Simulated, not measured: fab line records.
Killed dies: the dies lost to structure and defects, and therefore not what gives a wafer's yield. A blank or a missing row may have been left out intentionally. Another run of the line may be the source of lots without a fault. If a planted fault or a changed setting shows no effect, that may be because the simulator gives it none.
fab line records	flow nand-harc
record: lots: 11	wafers: 33	last-day: 32
route steps=1302 shown A_STAIRCASE@701 END@1302
lots that met no fault: taken from a fault-free run of the same line
start-h: the number of hours between the record's first day and the start of the first shown wafer of the lot	wait-h: hours from the lot's prior step to this one	" identical to the entry in the row above	L1.1+2: a row that stands for several wafers	- no value, or no start given	* or withheld: withheld	< > ~ a bound
route shown NAME@n: names a module that has steps shown in the file, with the first one's number in the route	usual: the fault-free wafers' mean and standard deviation	same: alike in all rows	chamber/n: place in a boat	sites: the reading at each site	_std_site: the standard deviation of these	_edge_site: mean of outer sites minus mean of inner sites	radius-mm: how far each site lies from the wafer's centre	mask NAME#n: copy n	behind: tool/chamber where the wafer was last shaped	hold: the reason the lot was held/the length of the hold in hours/how it ended	device: the n, p or np transistor that did not switch	end of line: the tests these same wafers got at the end of their route	a step without rows: its recipe alone	killed: at the first sort, the dies lost to defects and structure; wafer yield is something else	map: a wafer's dies, x killed, . not, _ none there
set.NAME: the setting the step ran with; set.NAME@STEP: the setting that earlier step ran with	model.NAME: the simulator's own value behind a step, which no gauge read
route steps across a sampled set of lots; one table per step, one row per wafer
services: from which hour (start-h, from the record's first day; less than 0 if before it) a tool's chamber was out of use, for how many hours, and why
== steps ==
step: NHARC_A_STAIRCASE_TRIM_187
recipe: time-s: 211.2	o2-flow-sccm: 500	ar-flow-sccm: 0	bias-w: 0	chemistry: O2
usual: chamber-pressure-mTorr: 60.01/0.054	drypump-motor-current-A: 5.7/0.38	oes-product-au: 1.001/0.014	rf-vpp-V: 57.7/0.89	showerhead-plenum-p-Torr: 3.51/0.18	throttle-valve-pct: 17.037/0.0093
same: bias-w: 0
lot.wafer	tool	chamber	start-h	wait-h	chamber-pressure-mTorr	drypump-motor-current-A	oes-product-au	rf-hours-counter-h	rf-vpp-V	showerhead-plenum-p-Torr	throttle-valve-pct
L462.3	rie-diel-04	2	358.34	0.1	60.03	5.5	0.999	53	59.0	3.52	17.031
L462.6	"	0	"	"	60.03	5.6	0.987	-	57.7	3.27	17.042
L462.5	"	1	"	"	60.05	6.1	0.997	-	58.7	3.77	17.031
L461.4	rie-diel-03	3	359.21	0.1	60.01	6.3	0.997	23	58.8	3.64	17.040
L461.1	"	0	"	"	60.02	5.7	0.989	22	58.4	3.76	17.040
L461.6	"	0	"	"	60.06	5.7	0.990	-	58.0	3.76	17.044
L463.3	rie-diel-11	2	380.24	0.1	59.92	5.7	1.004	41	56.9	3.40	17.023
L463.5	"	3	"	"	59.98	5.1	0.977	-	57.0	3.61	17.036
L463.6	"	0	"	"	60.06	5.5	1.006	-	56.7	3.32	17.029
L465.5	rie-diel-04	2	401.08	0.1	59.99	5.4	0.997	-	57.9	3.51	17.032
L465.4	"	3	"	"	59.98	5.2	1.012	-	57.9	3.32	17.032
L465.6	"	1	"	"	60.00	6.1	0.992	-	58.2	3.77	17.024
L466.2	rie-diel-04	3	419.12	0.1	60.03	5.2	0.996	18	56.2	3.31	17.048
L466.1	"	2	"	"	60.09	5.4	1.000	17	59.0	3.50	17.066
L466.4	"	3	"	"	59.95	5.2	0.996	-	56.1	3.31	17.040
L467.1	rie-diel-11	0	419.70	0.1	60.04	5.5	0.997	45	56.6	3.31	17.033
L467.3	"	3	"	"	59.94	5.2	0.979	48	58.7	3.60	17.040
L467.5	"	1	"	"	59.94	6.2	1.021	-	57.1	3.43	17.039
L468.1	rie-diel-11	3	427.94	0.1	59.92	5.2	0.976	52	57.2	3.60	17.022
L468.3	"	0	"	"	60.01	5.5	0.994	48	57.3	3.31	17.041
L468.2	"	1	"	"	60.04	6.2	1.027	53	58.9	3.42	17.031
L471.4	rie-diel-11	1	463.65	0.1	60.01	6.2	1.019	6	58.4	3.42	17.056
L471.3	"	0	"	"	60.01	5.5	0.990	6	55.9	3.30	17.043
L471.5	"	2	"	"	60.01	5.7	1.002	-	56.9	3.38	17.034
L472.4	rie-diel-11	1	474.72	0.1	60.06	6.2	1.025	10	56.5	3.42	17.040
L472.3	"	2	"	"	60.00	5.7	1.005	10	57.0	3.38	17.041
L472.5	"	1	"	"	59.99	6.2	1.020	-	57.7	3.42	17.037
L480.2	rie-diel-03	0	546.57	0.1	60.09	5.7	1.004	21	58.4	3.73	17.032
L480.1	"	1	"	"	60.02	5.3	0.996	27	58.3	3.41	17.039
L480.5	"	1	"	"	60.08	5.3	1.003	-	58.0	3.41	17.032
L482.2	rie-diel-11	1	566.33	0.1	60.08	6.2	1.019	40	56.2	3.40	17.038
L482.3	"	3	"	"	60.03	5.2	1.005	41	59.0	3.58	17.032
L482.1	"	0	"	"	59.95	5.5	0.990	38	55.8	3.29	17.033
step: NHARC_A_STAIRCASE_TRIM_222
recipe: time-s: 211.2	o2-flow-sccm: 500	ar-flow-sccm: 0	bias-w: 0	chemistry: O2
usual: chamber-pressure-mTorr: 60.01/0.053	drypump-motor-current-A: 5.7/0.39	oes-product-au: 1.001/0.012	rf-vpp-V: 57.8/0.92	showerhead-plenum-p-Torr: 3.55/0.18	throttle-valve-pct: 17.037/0.0091
same: bias-w: 0
lot.wafer	tool	chamber	start-h	wait-h	chamber-pressure-mTorr	drypump-motor-current-A	oes-product-au	rf-hours-counter-h	rf-vpp-V	showerhead-plenum-p-Torr	throttle-valve-pct
L462.3	rie-diel-03	0	-	-	60.06	5.6	1.007	24	58.3	3.76	17.035
L462.5	"	3	"	"	59.99	6.3	0.995	-	58.1	3.64	17.040
L462.6	"	0	"	"	60.01	5.7	0.999	-	58.2	3.76	17.047
L461.1	rie-diel-03	0	-	-	60.04	5.7	0.987	24	60.1	3.76	17.044
L461.4	"	1	"	"	60.00	5.3	0.994	23	57.4	3.44	17.028
L461.6	"	2	"	"	60.03	6.1	1.008	-	56.7	3.29	17.032
L463.3	rie-diel-04	0	-	-	59.89	5.5	0.995	3	56.8	3.81	17.041
L463.5	"	0	"	"	60.01	5.5	1.002	-	58.4	3.81	17.032
L463.6	"	1	"	"	60.02	6.0	0.977	-	57.6	3.77	17.045
L465.4	rie-diel-03	0	-	-	59.95	5.7	0.999	42	57.6	3.75	17.034
L465.6	"	3	"	"	59.92	6.3	0.990	-	58.1	3.63	17.041
L465.5	"	0	"	"	59.99	5.6	1.007	-	57.6	3.75	17.033
L466.2	rie-diel-04	1	-	-	59.95	6.0	0.983	17	58.0	3.76	17.043
L466.1	"	2	"	"	60.04	5.4	0.993	19	58.7	3.50	17.020
L466.4	"	3	"	"	60.08	5.2	0.994	20	57.5	3.31	17.043
L467.3	rie-diel-03	1	-	-	60.01	5.3	1.006	42	57.9	3.43	17.023
L467.1	"	3	"	"	60.11	6.3	0.997	44	59.4	3.63	17.043
L467.5	"	2	"	"	59.92	6.1	1.005	-	57.1	3.28	17.047
L468.2	rie-diel-03	1	-	-	60.01	5.2	1.003	44	57.0	3.43	17.040
L468.1	"	2	"	"	60.04	6.1	0.997	42	57.1	3.28	17.032
L468.3	"	0	"	"	60.15	5.6	0.998	48	58.4	3.75	17.041
L471.4	rie-diel-11	0	-	-	60.00	5.5	0.988	7	58.4	3.30	17.041
L471.3	"	1	"	"	60.04	6.2	1.016	8	57.3	3.42	17.027
L471.5	"	2	"	"	60.02	5.7	0.998	-	59.2	3.38	17.040
L472.4	rie-diel-03	2	-	-	59.99	6.1	1.031	6	58.6	3.80	17.037
L472.3	"	3	"	"	60.02	6.3	1.009	3	58.2	3.62	17.044
L472.5	"	1	"	"	60.01	5.3	0.997	-	57.6	3.42	17.054
L480.2	rie-diel-11	3	-	-	59.93	5.2	1.004	38	57.2	3.58	17.026
L480.1	"	0	"	"	60.02	5.5	0.979	35	57.0	3.29	17.028
L480.5	"	2	"	"	59.97	5.7	0.985	-	57.8	3.37	17.034
L482.3	rie-diel-03	1	-	-	59.95	5.3	0.998	33	58.7	3.40	17.045
L482.2	"	3	"	"	60.07	6.3	1.002	29	57.3	3.60	17.051
L482.1	"	0	"	"	60.02	5.7	1.009	28	58.5	3.73	17.033
step: NHARC_A_STAIRCASE_ETCH_232
recipe: target-depth-a: 1000	time-s: 40.5	ion-energy-ev: 400	c4f8-flow-sccm: 20	o2-flow-sccm: 10	ar-flow-sccm: withheld	rf-w: 600	bias-w: 1000	chemistry: C4F8/O2
usual: bias-w: 999.9/2.8	chamber-pressure-mTorr: 24.999/0.022	oes-product-au: 0.945/0.014	rf-vpp-V: 896/6.7	run-length-s: 61.9/0.43
lot.wafer	tool	chamber	start-h	wait-h	bias-w	chamber-pressure-mTorr	oes-product-au	rf-hours-counter-h	rf-vpp-V	run-length-s
L462.3	rie-diel-11	0	365.06	-	996.5	24.995	0.952	29	887	61.7
L462.5	"	3	"	"	995.6	25.025	0.934	-	898	61.6
L462.6	"	0	"	"	991.9	25.005	0.948	-	887	62.1
L461.4	rie-diel-11	1	365.68	-	1001.8	25.036	0.942	34	893	62.7
L461.1	"	0	"	"	999.7	25.027	0.941	30	888	61.7
L461.6	"	1	"	"	1000.8	25.054	0.954	-	893	62.4
L463.3	rie-diel-03	0	385.29	-	1002.7	24.998	0.952	33	904	62.3
L463.6	"	0	"	"	1000.9	24.995	0.950	-	905	62.8
L463.5	"	1	"	"	996.6	24.968	0.935	-	891	61.4
L465.4	rie-diel-03	1	407.42	-	1000.4	24.996	0.953	39	891	62.2
L465.6	"	0	"	"	1002.2	25.011	0.951	-	903	62.4
L465.5	"	1	"	"	1001.9	24.999	0.938	-	893	61.9
L466.2	rie-diel-04	2	425.28	-	1000.3	25.019	0.926	20	895	61.5
L466.1	"	0	"	"	1004.1	24.985	0.943	9	905	61.3
L466.4	"	1	"	"	1006.1	25.005	0.927	18	905	61.8
L467.1	rie-diel-11	1	425.63	-	998.6	25.003	0.957	52	891	62.5
L467.3	"	2	"	"	1002.3	24.996	0.927	54	891	61.7
L467.5	"	1	"	"	996.5	24.950	0.953	-	891	62.7
L468.1	rie-diel-04	0	434.09	-	1000.5	24.972	0.950	11	905	61.3
L468.2	"	1	"	"	1001.1	25.009	0.946	20	904	61.5
L468.3	"	2	"	"	998.1	25.042	0.953	22	895	61.9
L471.3	rie-diel-11	2	469.48	-	1003.2	24.979	0.949	8	892	61.7
L471.4	"	3	"	"	1003.5	25.030	0.935	8	899	61.5
L471.5	"	3	"	"	1001.6	25.012	0.950	-	898	61.5
L472.4	rie-diel-03	2	479.99	-	999.7	25.053	0.956	6	906	62.1
L472.3	"	3	"	"	1002.0	25.015	0.933	4	900	62.0
L472.5	"	1	"	"	1003.7	24.987	0.932	-	891	61.7
L480.1	rie-diel-11	1	551.94	-	1006.2	24.987	0.967	37	893	62.4
L480.2	"	2	"	"	-	24.966	0.923	41	890	52.6
L480.5	"	1	"	"	998.6	25.013	0.966	-	891	62.4
L482.2	rie-diel-03	3	571.46	-	1000.0	24.965	0.942	29	899	61.5
L482.3	"	1	"	"	1001.8	25.024	0.928	34	892	61.9
L482.1	"	2	"	"	1003.0	25.033	0.954	36	907	62.2
step: NHARC_A_STAIRCASE_HM_DEP_456
recipe: target-thk-a: 31000	temp-c: 400	material: aC
usual: susceptor-temp-C: 399.99/0.2	throttle-valve-pct: 34.999/0.0084
lot.wafer	tool	chamber	start-h	wait-h	susceptor-temp-C	throttle-valve-pct
L462.3	acl-dep-03	0	368.78	-	-	35.003
L462.5	"	0	"	"	-	35.004
L462.6	"	0	"	"	-	34.999
L461.1	acl-dep-01	0	369.85	-	-	34.994
L461.4	"	0	"	"	-	34.998
L461.6	"	0	"	"	-	34.989
L463.3	acl-dep-01	0	394.37	-	399.91	35.003
L463.5	"	0	"	"	399.96	35.005
L463.6	"	0	"	"	399.74	35.008
L465.4	acl-dep-03	0	411.51	-	-	34.999
L465.5	"	0	"	"	-	34.988
L465.6	"	0	"	"	-	35.006
L466.1	acl-dep-02	0	428.65	-	399.98	34.993
L466.2	"	0	"	"	399.81	35.003
L466.4	"	0	"	"	400.12	34.997
L467.1	acl-dep-03	0	428.81	-	400.19	35.010
L467.3	"	0	"	"	399.96	34.988
L467.5	"	0	"	"	399.97	35.013
L468.1	acl-dep-01	0	440.05	-	400.11	34.995
L468.2	"	0	"	"	400.16	35.002
L468.3	"	0	"	"	400.17	35.006
L471.3	acl-dep-02	0	473.24	-	399.86	35.001
L471.4	"	0	"	"	399.73	35.009
L471.5	"	0	"	"	400.20	34.995
L472.3	acl-dep-01	0	487.37	-	-	34.999
L472.4	"	0	"	"	-	35.003
L472.5	"	0	"	"	-	34.993
L480.1	acl-dep-03	0	557.77	-	-	35.001
L480.2	"	0	"	"	-	35.014
L480.5	"	0	"	"	-	35.002
L482.1	acl-dep-03	0	574.61	-	-	35.013
L482.2	"	0	"	"	-	34.999
L482.3	"	0	"	"	-	34.988
step: NHARC_END_SORT_01
recipe: temp-c: 25
usual: killed-at-array: 55/19	killed-at-other: 0.9/1.4	killed-at-periphery: 3.8/2.9	killed-dies: 60/19	killed-open: 3.3/1.8	killed-short: 2.6/1.6
same: gross-dies: 677
lot.wafer	tool	chamber	start-h	wait-h	hold	killed-at-array	killed-at-other	killed-at-periphery	killed-dies	killed-open	killed-short
L462.3	prober-02	0	570.82	3.1	-	72	2	5	79	1	0
L462.5	prober-02	0	572.39	3.7	-	76	0	2	78	7	1
L462.6	prober-02	0	573.18	3.9	-	86	0	5	91	0	5
L461.1	prober-01	0	579.93	2.5	-	28	0	2	30	3	6
L461.4	prober-01	0	582.31	3.4	-	20	0	3	23	4	4
L461.6	prober-01	0	583.90	4.0	-	20	1	1	22	3	2
L463.3	prober-01	0	590.26	3.1	-	69	2	0	71	2	3
L463.5	prober-01	0	591.86	3.7	-	79	2	4	85	4	4
L463.6	prober-01	0	592.65	4.0	-	69	0	0	69	4	3
L465.4	prober-01	0	610.36	3.4	-	43	0	7	50	3	2
L465.5	prober-01	0	611.16	3.7	-	46	1	9	56	2	8
L465.6	prober-01	0	611.97	4.0	-	43	0	7	50	1	1
L467.1	prober-01	0	623.94	2.5	-	42	2	3	47	2	2
L467.3	prober-01	0	625.55	3.1	-	53	0	4	57	3	4
L467.5	prober-01	0	627.17	3.7	-	41	0	2	43	6	4
L466.1	prober-02	0	623.96	2.5	-	79	1	11	91	3	3
L466.2	prober-02	0	624.76	2.8	-	83	0	2	85	2	3
L466.4	prober-02	0	626.35	3.4	-	85	0	6	91	4	2
L468.1	prober-02	0	635.76	2.5	-	84	0	1	85	1	2
L468.2	prober-02	0	636.56	2.8	-	81	1	3	85	4	5
L468.3	prober-02	0	637.35	3.1	-	73	0	1	74	4	1
L472.3	prober-02	0	688.99	3.1	-	70	3	5	78	7	1
L472.4	prober-02	0	689.78	3.4	-	67	1	5	73	4	1
L472.5	prober-02	0	690.57	3.6	-	77	1	4	82	3	1
L471.3	prober-01	0	689.01	3.1	-	50	0	1	51	2	3
L471.4	prober-01	0	689.80	3.4	-	30	0	5	35	2	2
L471.5	prober-01	0	690.60	3.7	-	44	0	3	47	8	0
L480.1	prober-01	0	747.13	2.5	await-dispo/4.1h/release	52	1	4	57	5	4
L480.2	prober-01	0	747.93	2.8	await-dispo/4.1h/release	265	0	1	266	2	3
L480.5	prober-01	0	750.36	3.7	await-dispo/4.1h/release	57	1	0	58	5	0
L482.1	prober-02	0	765.09	2.6	-	66	0	3	69	5	4
L482.2	prober-02	0	765.88	2.8	-	62	0	2	64	2	3
L482.3	prober-02	0	766.67	3.1	-	61	0	3	64	4	5
killed by level:class
L462.3 A_CHANNEL_HOLE_D1:chamber-film-flake=30 A_CHANNEL_HOLE_D2:chamber-film-flake=26 A_STAIRCASE:chamber-film-flake=8 P_ZERO_WELL:chamber-film-flake=3 A_M0:chamber-film-flake=3 A_WL_FILL:chamber-film-flake=2 THIN_TSV:chamber-film-flake=2 P_CONTACT:geometric-particle:open=1
L462.5 A_CHANNEL_HOLE_D1:chamber-film-flake=36 A_CHANNEL_HOLE_D2:chamber-film-flake=19 A_STAIRCASE:chamber-film-flake=7 A_CHANNEL_FILL_D1:chamber-film-flake=4 A_WL_FILL:geometric-particle:open=3 A_WL_FILL:chamber-film-flake=2 P_M0:geometric-particle:open=1 A_ONON_D1:geometric-particle:open=1
L462.6 A_CHANNEL_HOLE_D1:chamber-film-flake=35 A_CHANNEL_HOLE_D2:chamber-film-flake=29 A_WL_FILL:chamber-film-flake=7 A_STAIRCASE:chamber-film-flake=4 A_M0:chamber-film-flake=3 A_CONTACT:chamber-film-flake=3 P_ZERO_WELL:chamber-film-flake=2 A_ZERO_WELL:chamber-film-flake=2
L461.1 A_CONTACT:chamber-film-flake=7 A_CHANNEL_HOLE_D2:chamber-film-flake=5 A_CHANNEL_FILL_D2:chamber-film-flake=4 A_ONON_D1:geometric-particle:short=3 A_STAIRCASE:chamber-film-flake=2 P_CONTACT:geometric-particle:open=1 A_SOURCE_PLATE:geometric-particle:short=1 A_ONON_D2:geometric-particle:open=1
L461.4 A_STAIRCASE:chamber-film-flake=5 A_CHANNEL_HOLE_D2:chamber-film-flake=4 A_CHANNEL_HOLE_D1:chamber-film-flake=2 A_CONTACT:chamber-film-flake=2 P_M0:chamber-film-flake=1 P_M2:geometric-particle:open=1 P_M2:geometric-particle:short=1 A_CHANNEL_FILL_D1:geometric-particle:open=1
L461.6 A_STAIRCASE:chamber-film-flake=6 A_CHANNEL_HOLE_D2:chamber-film-flake=5 A_CONTACT:chamber-film-flake=2 P_M2:geometric-particle:open=1 A_SOURCE_PLATE:geometric-particle:short=1 A_ONON_D1:geometric-particle:open=1 A_WL_FILL:geometric-particle:short=1 A_M1:geometric-particle:open=1
L463.3 A_CHANNEL_HOLE_D1:chamber-film-flake=30 A_CHANNEL_HOLE_D2:chamber-film-flake=14 A_CONTACT:chamber-film-flake=9 A_SGD_CUT:chamber-film-flake=5 A_STAIRCASE:chamber-film-flake=4 A_ONON_D1:geometric-particle:short=1 A_SGD_CUT:geometric-particle:open=1 A_WL_FILL:geometric-particle:open=1
L463.5 A_CHANNEL_HOLE_D2:chamber-film-flake=32 A_CHANNEL_HOLE_D1:chamber-film-flake=31 A_CHANNEL_FILL_D1:chamber-film-flake=3 P_M1:geometric-particle:open=2 A_STAIRCASE:chamber-film-flake=2 A_SGD_CUT:chamber-film-flake=2 A_CONTACT:chamber-film-flake=2 THIN_TSV:chamber-film-flake=2
L463.6 A_CHANNEL_HOLE_D1:chamber-film-flake=27 A_CHANNEL_HOLE_D2:chamber-film-flake=24 A_CONTACT:chamber-film-flake=6 A_SGD_CUT:chamber-film-flake=3 A_ONON_D1:geometric-particle:open=1 A_CHANNEL_HOLE_D1:geometric-particle:open=1 A_CHANNEL_FILL_D1:geometric-particle:short=1 A_DECK1_JOINT:geometric-particle:short=1
L465.4 A_CHANNEL_HOLE_D2:chamber-film-flake=30 P_CONTACT:chamber-film-flake=6 A_CHANNEL_HOLE_D1:chamber-film-flake=3 A_STAIRCASE:chamber-film-flake=3 A_ONON_D1:geometric-particle:open=1 A_CHANNEL_FILL_D1:geometric-particle:short=1 A_CHANNEL_FILL_D1:geometric-particle:open=1 A_ONON_D2:geometric-particle:short=1
L465.5 A_CHANNEL_HOLE_D2:chamber-film-flake=31 P_CONTACT:chamber-film-flake=4 P_ZERO_WELL:chamber-film-flake=3 A_CHANNEL_HOLE_D1:chamber-film-flake=3 A_STAIRCASE:chamber-film-flake=3 P_M0:geometric-particle:short=2 A_ONON_D1:geometric-particle:short=2 A_ONON_D2:geometric-particle:short=1
L465.6 A_CHANNEL_HOLE_D2:chamber-film-flake=40 P_CONTACT:chamber-film-flake=4 P_ZERO_WELL:chamber-film-flake=3 A_WL_FILL:geometric-particle:short=1 A_BLC:geometric-particle:open=1 A_STAIRCASE:chamber-film-flake=1
L467.1 A_CHANNEL_HOLE_D2:chamber-film-flake=25 A_CHANNEL_HOLE_D1:chamber-film-flake=9 P_ZERO_WELL:chamber-film-flake=2 THIN_TSV:chamber-film-flake=2 A_CHANNEL_HOLE_D1:geometric-particle:short=1 A_CHANNEL_HOLE_D2:geometric-particle:short=1 A_CONTACT:geometric-particle:open=1 A_BLC:geometric-particle:open=1
L466.1 A_CHANNEL_HOLE_D1:chamber-film-flake=37 A_SLIT:chamber-film-flake=18 A_CHANNEL_HOLE_D2:chamber-film-flake=6 A_CONTACT:chamber-film-flake=6 A_ZERO_WELL:chamber-film-flake=4 P_ZERO_WELL:chamber-film-flake=3 P_M2:chamber-film-flake=3 A_BLC:chamber-film-flake=3
L466.2 A_CHANNEL_HOLE_D1:chamber-film-flake=34 A_SLIT:chamber-film-flake=25 A_CHANNEL_HOLE_D2:chamber-film-flake=6 A_BLC:chamber-film-flake=4 A_WL_FILL:chamber-film-flake=3 A_WL_FILL:geometric-particle:short=2 A_ZERO_WELL:chamber-film-flake=2 A_CHANNEL_FILL_D2:chamber-film-flake=2
L467.3 A_CHANNEL_HOLE_D2:chamber-film-flake=34 P_GATE:chamber-film-flake=3 A_CHANNEL_HOLE_D1:chamber-film-flake=3 A_CHANNEL_FILL_D2:chamber-film-flake=3 A_STAIRCASE:chamber-film-flake=3 A_ONON_D2:geometric-particle:short=2 A_SLIT:chamber-film-flake=2 A_ONON_D1:geometric-particle:short=1
L466.4 A_CHANNEL_HOLE_D1:chamber-film-flake=33 A_SLIT:chamber-film-flake=21 A_CHANNEL_HOLE_D2:chamber-film-flake=11 P_CONTACT:chamber-film-flake=4 A_BLC:chamber-film-flake=4 A_CONTACT:chamber-film-flake=3 A_ZERO_WELL:chamber-film-flake=2 A_DECK1_JOINT:chamber-film-flake=2
L467.5 A_CHANNEL_HOLE_D2:chamber-film-flake=23 A_STAIRCASE:chamber-film-flake=4 A_DECK1_JOINT:chamber-film-flake=3 A_CHANNEL_HOLE_D1:chamber-film-flake=2 P_CONTACT:geometric-particle:short=1 P_M0:geometric-particle:open=1 A_ONON_D1:geometric-particle:open=1 A_CHANNEL_FILL_D1:geometric-particle:open=1
L468.1 A_CHANNEL_HOLE_D1:chamber-film-flake=29 A_SLIT:chamber-film-flake=26 A_CHANNEL_HOLE_D2:chamber-film-flake=16 A_CONTACT:chamber-film-flake=4 A_WL_FILL:chamber-film-flake=2 A_CHANNEL_FILL_D1:geometric-particle:short=1 A_ONON_D2:geometric-particle:short=1 A_M0:geometric-particle:open=1
L468.2 A_CHANNEL_HOLE_D1:chamber-film-flake=29 A_CHANNEL_HOLE_D2:chamber-film-flake=17 A_SLIT:chamber-film-flake=16 A_CONTACT:chamber-film-flake=6 A_ONON_D1:geometric-particle:short=2 P_GATE:chamber-film-flake=2 A_STAIRCASE:chamber-film-flake=2 A_ONON_D1:geometric-particle:open=1
L468.3 A_CHANNEL_HOLE_D1:chamber-film-flake=26 A_CHANNEL_HOLE_D2:chamber-film-flake=19 A_SLIT:chamber-film-flake=13 A_CONTACT:chamber-film-flake=4 A_M0:chamber-film-flake=3 A_STAIRCASE:chamber-film-flake=2 A_CHANNEL_HOLE_D1:geometric-particle:open=1 A_DECK1_JOINT:geometric-particle:short=1
L472.3 A_CHANNEL_HOLE_D1:chamber-film-flake=37 A_SLIT:chamber-film-flake=21 THIN_TSV:chamber-film-flake=3 A_DECK1_JOINT:geometric-particle:open=2 A_CONTACT:chamber-film-flake=2 P_GATE:geometric-particle:open=1 P_CONTACT:geometric-particle:open=1 P_M1:geometric-particle:open=1
L471.3 A_SLIT:chamber-film-flake=35 A_CHANNEL_HOLE_D1:chamber-film-flake=6 A_STAIRCASE:chamber-film-flake=2 P_M0:geometric-particle:open=1 A_ONON_D1:geometric-particle:open=1 A_CHANNEL_FILL_D1:geometric-particle:short=1 A_DECK1_JOINT:geometric-particle:short=1 A_WL_FILL:geometric-particle:short=1
L472.4 A_SLIT:chamber-film-flake=28 A_CHANNEL_HOLE_D1:chamber-film-flake=22 A_CONTACT:chamber-film-flake=6 A_STAIRCASE:chamber-film-flake=3 P_GATE:chamber-film-flake=2 A_DECK1_JOINT:chamber-film-flake=2 A_WL_FILL:chamber-film-flake=2 P_STI:geometric-particle:open=1
L471.4 A_SLIT:chamber-film-flake=21 A_STAIRCASE:chamber-film-flake=4 A_CHANNEL_HOLE_D1:chamber-film-flake=3 P_CONTACT:geometric-particle:open=2 P_GATE:chamber-film-flake=2 P_CONTACT:geometric-particle:short=1 A_SGD_CUT:geometric-particle:short=1 A_DECK1_JOINT:chamber-film-flake=1
L472.5 A_SLIT:chamber-film-flake=35 A_CHANNEL_HOLE_D1:chamber-film-flake=26 A_CONTACT:chamber-film-flake=3 A_CHANNEL_FILL_D1:chamber-film-flake=2 A_DECK1_JOINT:chamber-film-flake=2 A_STAIRCASE:chamber-film-flake=2 A_WL_FILL:chamber-film-flake=2 P_GATE:geometric-particle:open=1
L471.5 A_SLIT:chamber-film-flake=28 A_CHANNEL_HOLE_D1:chamber-film-flake=5 A_STAIRCASE:chamber-film-flake=4 P_CONTACT:geometric-particle:open=1 P_M0:geometric-particle:open=1 A_ONON_D1:geometric-particle:open=1 A_DECK1_JOINT:geometric-particle:open=1 A_CHANNEL_HOLE_D2:geometric-particle:open=1
L480.1 A_CHANNEL_HOLE_D2:chamber-film-flake=15 A_CHANNEL_HOLE_D1:chamber-film-flake=13 A_CONTACT:chamber-film-flake=8 A_STAIRCASE:chamber-film-flake=6 A_CHANNEL_FILL_D2:geometric-particle:short=2 A_SLIT:chamber-film-flake=2 P_CONTACT:geometric-particle:open=1 P_M0:geometric-particle:open=1
L480.2 A_STAIRCASE:area-etch=201 A_CHANNEL_HOLE_D2:chamber-film-flake=25 A_CHANNEL_HOLE_D1:chamber-film-flake=11 A_CONTACT:chamber-film-flake=8 A_STAIRCASE:chamber-film-flake=7 A_SLIT:chamber-film-flake=6 A_WL_FILL:chamber-film-flake=2 P_M0:geometric-particle:short=1
L480.5 A_CHANNEL_HOLE_D2:chamber-film-flake=19 A_CHANNEL_HOLE_D1:chamber-film-flake=14 A_STAIRCASE:chamber-film-flake=7 A_CONTACT:chamber-film-flake=6 A_SLIT:chamber-film-flake=5 A_CHANNEL_FILL_D2:geometric-particle:open=2 A_SOURCE_PLATE:geometric-particle:open=1 A_WL_FILL:geometric-particle:open=1
L482.1 A_CHANNEL_HOLE_D2:chamber-film-flake=36 A_SLIT:chamber-film-flake=8 A_CONTACT:chamber-film-flake=7 A_CHANNEL_HOLE_D1:chamber-film-flake=6 A_WL_FILL:chamber-film-flake=2 P_CONTACT:geometric-particle:open=1 P_M1:geometric-particle:short=1 A_ONON_D1:geometric-particle:short=1
L482.2 A_CHANNEL_HOLE_D2:chamber-film-flake=20 A_CHANNEL_HOLE_D1:chamber-film-flake=15 A_SLIT:chamber-film-flake=10 A_CONTACT:chamber-film-flake=8 A_M0:chamber-film-flake=2 A_ONON_D1:geometric-particle:short=1 A_CHANNEL_FILL_D1:geometric-particle:open=1 A_WL_FILL:geometric-particle:short=1
L482.3 A_CHANNEL_HOLE_D2:chamber-film-flake=25 A_CHANNEL_HOLE_D1:chamber-film-flake=11 A_CONTACT:chamber-film-flake=9 A_SLIT:chamber-film-flake=3 A_CHANNEL_FILL_D2:geometric-particle:open=2 A_CHANNEL_FILL_D2:geometric-particle:short=2 A_BLC:geometric-particle:short=2 A_WL_FILL:chamber-film-flake=2
== services ==
tool	chamber	start-h	hours	kind
rie-diel-11	0	338.10	-	clean
rie-diel-11	1	338.10	-	clean
rie-diel-11	2	338.10	-	clean
rie-diel-11	3	338.10	-	clean
rie-diel-03	0	339.93	-	clean
rie-diel-03	1	339.93	-	clean
rie-diel-03	2	339.93	-	clean
rie-diel-03	3	339.93	-	clean
rie-diel-04	2	351.08	3.3	repair
rie-diel-04	-	358.76	9.0	pm
rie-diel-03	0	364.44	-	clean
rie-diel-03	1	364.44	-	clean
rie-diel-03	2	364.44	-	clean
rie-diel-03	-	368.51	0.6	repair
acl-dep-01	-	371.68	13.0	pm
rie-diel-04	0	393.17	26.6	repair
acl-dep-02	-	430.49	13.0	pm
rie-diel-11	-	434.79	9.0	pm
rie-diel-03	-	458.59	9.0	pm
acl-dep-03	-	483.64	13.0	pm
rie-diel-03	2	517.55	7.5	repair
rie-diel-04	-	535.82	9.0	pm
rie-diel-03	3	546.16	10.6	repair
acl-dep-01	-	554.33	13.0	pm
== key ==
first-sign: step: NHARC_A_STAIRCASE_ETCH_232	reading: run-length-s	direction: down	sigmas: 22	usual: *	struck: *
effect: step: NHARC_END_SORT_01	reading: killed-at-array	direction: up	sigmas: 11	usual: 55	struck: 265
more-kills-born-at: NHARC_A_STAIRCASE_ETCH_232@rie-diel-11: 201
met-at NHARC_A_STAIRCASE_ETCH_232
struck-lots L480
struck-wafers L480.2
tester-left-out L480
not-acting-at NHARC_A_STAIRCASE_TRIM_187,NHARC_A_STAIRCASE_TRIM_222,NHARC_A_STAIRCASE_HM_DEP_456
onset-between 469.48 551.94
fault: kind: process-parameter-drift	tool: rie-diel-11	chamber: -	onset-h: 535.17	steps: NHARC_A_STAIRCASE_ETCH_232	channel: time-s	offset: *	shape: step	end-h: 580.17	scope: struck-wafers-only	acts-in: *	stated: *
tester-left-out: of these lots the tester's yield and bins aren't shown, on N5 and GAA mostly nor the transistor test; their killed dies are dies lost to structure and defects alone, not to doping, threshold or leakage, so they don't give the yield
